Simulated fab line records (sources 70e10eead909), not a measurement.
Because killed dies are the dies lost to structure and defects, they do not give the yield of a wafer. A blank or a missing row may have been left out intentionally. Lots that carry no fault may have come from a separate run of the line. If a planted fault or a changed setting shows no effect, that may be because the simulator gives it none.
A struck lot beside a sound one ; flow nand-harc ; 14 steps out of a route of 1302
Sound: wafers L269.3, L269.5, L269.6. Struck: wafers L279.1, L279.4, L279.5. The cause comes at the end.
Per side, at each step with rows, come the tool, then ch with its chambers, and then its first start. Under that, the readings that differ: sound wafers ; struck wafers ; difference of the means ; sigmas: that difference in standard deviations of wafers without a fault.
alike: readings whose means differ by less than 2 such deviations, and words and numbers that are the same on both sides. not compared: withheld readings, readings that some wafer has no value for, bounds like >300 that may hide the same value, and numbers for which the record gives no deviation and whose values overlap.
A row with sigmas, a row that says differs or no value, or rows on one side alone: a step with any of these is where the two part. Non-overlapping numbers with no deviation appear without sigmas and do not part them. A reading missing from all wafers of one side parts the sides only when that side holds two or more wafers.

first, 2 steps without rows for these wafers: NHARC_A_ONON_D1_ANNEAL_15 (time 3600 s); NHARC_A_ONON_D1_DEP_16 (target thk 1000 nm).
NHARC_A_ONON_D1_THK_MEAS_18: measures by ellipsometry.
  sound on film-metro-02 at day 8 18:42; struck on film-metro-01 at day 12 18:47
  alike: thk-nm
next comes 1 step that has no rows for these wafers: NHARC_A_ONON_D1_DEP_19 (target thickness 1000 nm).
NHARC_A_ONON_D1_THK_MEAS_21: measures by ellipsometry.
  sound on film-metro-02 at day 8 19:16; struck on film-metro-02 at day 12 19:22
  alike: thk-nm
next comes 1 step that has no rows for these wafers: NHARC_A_ONON_D1_DEP_22 (target thickness 1000 nm).
NHARC_A_ONON_D1_THK_MEAS_24: measures by ellipsometry.
  sound on film-metro-01 at day 8 19:50; struck on film-metro-01 at day 12 19:56
reading;sound;struck;difference;sigmas
thk-nm (nm);995 994 993;1012 1012 1010;+17;+2
next comes 1 step that has no rows for these wafers: NHARC_A_ONON_D1_DEP_25 (target thickness 1000 nm).
NHARC_A_ONON_D1_THK_MEAS_27: measures by ellipsometry.
  sound on film-metro-01 at day 8 20:24; struck on film-metro-01 at day 12 20:29
  alike: thk-nm
next comes 1 step that has no rows for these wafers: NHARC_A_ONON_D1_DEP_28 (target thickness 1000 nm).
NHARC_A_ONON_D1_THK_MEAS_30: measures by ellipsometry.
  sound on film-metro-01 at day 8 20:58; struck on film-metro-01 at day 12 21:03
  alike: thk-nm
NHARC_A_ONON_D1_DEP_33: deposits SiO2, target thk 200 nm.
  sound on pecvd-02 ch 1,2, day 8 21:04; struck on pecvd-02 ch 0,2, day 12 21:12
reading;sound;struck;difference;sigmas
rf-fwd-power-W (W);896.4 896.2 896.0;790.6 794.3 793.7;-103.3;-38
  alike: chamber-pressure-Torr, heater-power-w, throttle-valve-pct
NHARC_A_ONON_D1_THK_MEAS_34: measures by ellipsometry.
  sound on film-metro-01 at day 8 21:26; struck on film-metro-01 at day 12 21:31
reading;sound;struck;difference;sigmas
thk-nm (nm);197.3 201.1 199.2;187.0 189.2 190.3;-10.4;-4
after that, 1 step had no rows for these wafers: NHARC_END_SORT_01.

## WHERE THEY PART
Earliest at NHARC_A_ONON_D1_THK_MEAS_24; latest, in this record, at NHARC_A_ONON_D1_THK_MEAS_34.

WHY: whatever the simulator had introduced
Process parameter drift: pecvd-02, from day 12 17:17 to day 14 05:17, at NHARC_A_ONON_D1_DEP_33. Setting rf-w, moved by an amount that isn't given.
